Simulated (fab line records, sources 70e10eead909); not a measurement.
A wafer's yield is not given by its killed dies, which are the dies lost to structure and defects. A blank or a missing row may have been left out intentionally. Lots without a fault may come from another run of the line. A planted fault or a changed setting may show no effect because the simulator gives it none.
One fault through the eyes of 2 desks + flow nand_harc + each desk has only its own numbers; what lay behind them comes last

== FROM THE METROLOGY DESK ==
What the gauges read for every lot (on any tool): the sampled wafers with a number, averaged. A lot is out of limits, marked OUT, if its mean lies more than 4 standard deviations from the usual mean; the brackets give that distance.
Columns: A = thk_nm at NHARC_A_DECK1_JOINT_THK_MEAS_14, usual 50.6 nm
| lot  | first seen here | A    |
|------|-----------------|------|
| L856 | day 11 15:51    | 50.4 |
| L857 | day 12 02:08    | 50.2 |
| L858 | day 12 05:50    | 50.8 |
| L859 | day 12 05:50    | 52.6 |
| L860 | day 13 04:23    | 51.5 |
| L861 | day 13 18:23    | 50.7 |
| L863 | day 14 13:12    | 49.8 |
| L862 | day 14 17:06    | 51.4 |
| L864 | day 14 22:38    | 50.1 |
| L866 | day 15 12:20    | 49.5 |
| L874 | day 18 21:30    | 48.7 |
| L877 | day 20 13:53    | 51.4 |
| L879 | day 20 23:47    | 50.0 |
This desk's verdict: no lot among the 13 shows anything out of limits.

== THE TOOL OWNER'S DESK: cmp-04 ==
The tool's own readings at NHARC_A_DECK1_JOINT_CMP_13 (polishes, target thk 51.023 nm): means of the sampled wafers that have a number, for each lot that ran on this tool. A lot is out of limits, marked OUT, if its mean lies more than 4 standard deviations from the usual mean; the brackets give that distance.
Columns: A = motor_current_A at NHARC_A_DECK1_JOINT_CMP_13, usual 11.6 A; B = time_to_endpoint_s at NHARC_A_DECK1_JOINT_CMP_13, usual 9.5 s
| lot  | first seen here | A    | B    |
|------|-----------------|------|------|
| L859 | day 12 05:36    | 11.0 | 11.8 |
| L860 | day 13 04:11    | 11.2 | 11.4 |
| L862 | day 14 16:53    | 11.2 | 10.2 |
| L877 | day 20 13:38    | 10.3 | 8.7  |
This desk's verdict: no lot among the 4 shows anything out of limits.

== TAKEN TOGETHER ==
Nothing out of limits was seen by the metrology desk.
The desk of the tool owner found nothing out of limits.

== WHAT THE SIMULATOR PUT IN ==
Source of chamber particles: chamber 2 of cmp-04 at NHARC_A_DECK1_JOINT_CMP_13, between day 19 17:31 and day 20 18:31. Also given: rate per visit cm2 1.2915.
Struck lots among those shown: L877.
